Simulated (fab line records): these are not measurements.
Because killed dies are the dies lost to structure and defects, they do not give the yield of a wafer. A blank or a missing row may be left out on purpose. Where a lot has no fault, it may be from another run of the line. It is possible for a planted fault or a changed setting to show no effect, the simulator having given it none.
Comparing a struck lot with a sound one | flow nand-harc | 10 steps out of a route of 1159
Sound: the wafers L552.1, L552.2, L552.5. Struck: wafers L554.3, L554.6. (L554.5 of the same lot was not struck and is left out.) The cause comes at the end.
At each step with rows: each side's tool, then ch and its chambers, then its first start. Under that, the readings that differ: sound wafers | struck wafers | difference of the means | sigmas: that difference in standard deviations of wafers without a fault.
alike: readings with means less than 2 such deviations apart, plus words and numbers identical on both sides. not compared: withheld readings, readings lacking a value on some wafer, bounds such as >300 that could conceal the same value, and numbers that have no deviation in the record and whose values overlap.
The two part at a step that has a row with sigmas, a row that says differs or no value, or rows on one side only. Numbers that have no deviation but don't overlap get no sigmas and don't part them. A reading that every wafer of one side lacks parts them only if that side has two wafers or more.

first, 1 step without rows for these wafers: NHARC_A_WL_FILL_CVD_23 (deposits poly-Si, target thk 40 nm, time 800 s).
NHARC_A_WL_FILL_ETCHBACK_26: etches the open film in HBr, target depth 52 nm, time 13.3 s.
  sound on rie-si-06 ch 1,3, day 19 01:33; struck on rie-si-06 ch 0,1, day 19 14:56
  alike: drypump-motor-current-A, oes-product-au, rf-fwd-power-W, throttle-valve-pct
  not compared: rf-hours-counter-h
then, 2 steps without rows for these wafers: NHARC_A_WL_FILL_PRECLEAN_30 (cleans in dHF, time 10 s); NHARC_A_WL_FILL_SRD_14.
NHARC_A_WL_FILL_ALD_19: deposits TiN, target thk 2 nm, pulse time 3 s, ald cycles 100.
  sound on ald-metal-02 ch 1,3, day 19 01:49; struck on ald-metal-01 ch 0,1, day 19 15:15
  alike: heater-power-w, precursor-pulse-height-rel
NHARC_A_WL_FILL_CVD_20: deposits W, target thk 75 nm, time 5064 s.
  sound on cvd-w-02 ch 0,1; struck on cvd-w-02 ch 0,1
  alike: chamber-pressure-Torr, heater-power-w, throttle-valve-pct
NHARC_A_WL_FILL_CMP_12: polishes, t overpolish 30 s, target thk 75 nm.
  sound on cmp-02 ch 2,3, day 19 06:59; struck on cmp-02 ch 3, day 19 20:31
  alike: motor-current-A, overpolish-run-s, time-to-endpoint-s
following that, these wafers have no rows for 1 step: NHARC_A_WL_FILL_SRD_31.
NHARC_A_WL_FILL_INSPECT_15:
  sound: defect-inspect-02 at day 19 07:27; struck: defect-inspect-01 at day 19 20:59
  reading          | sound       | struck  | difference | sigmas
  raw-defect-count | 438 410 648 | 243 281 | -237       | -2
NHARC_A_CONTACT_DEP_24: deposits SiO2, target thk 500 nm.
  sound on pecvd-03 ch 0,2, day 19 07:31; struck on pecvd-02 ch 0, day 19 21:14
  reading                   | sound             | struck      | difference | sigmas
  heater-power-w (W)        | 520 612 664       | 842 852     | +248       | +3
  mfc-precursor-sccm (sccm) | 160.7 161.7 160.6 | 166.3 165.7 | +5.0       | +11
  alike: chamber-pressure-Torr, rf-fwd-power-W, throttle-valve-pct

== WHERE THEY PART ==
At NHARC_A_WL_FILL_INSPECT_15 first; at NHARC_A_CONTACT_DEP_24 last (within this record only).

WHY: whatever the simulator had introduced
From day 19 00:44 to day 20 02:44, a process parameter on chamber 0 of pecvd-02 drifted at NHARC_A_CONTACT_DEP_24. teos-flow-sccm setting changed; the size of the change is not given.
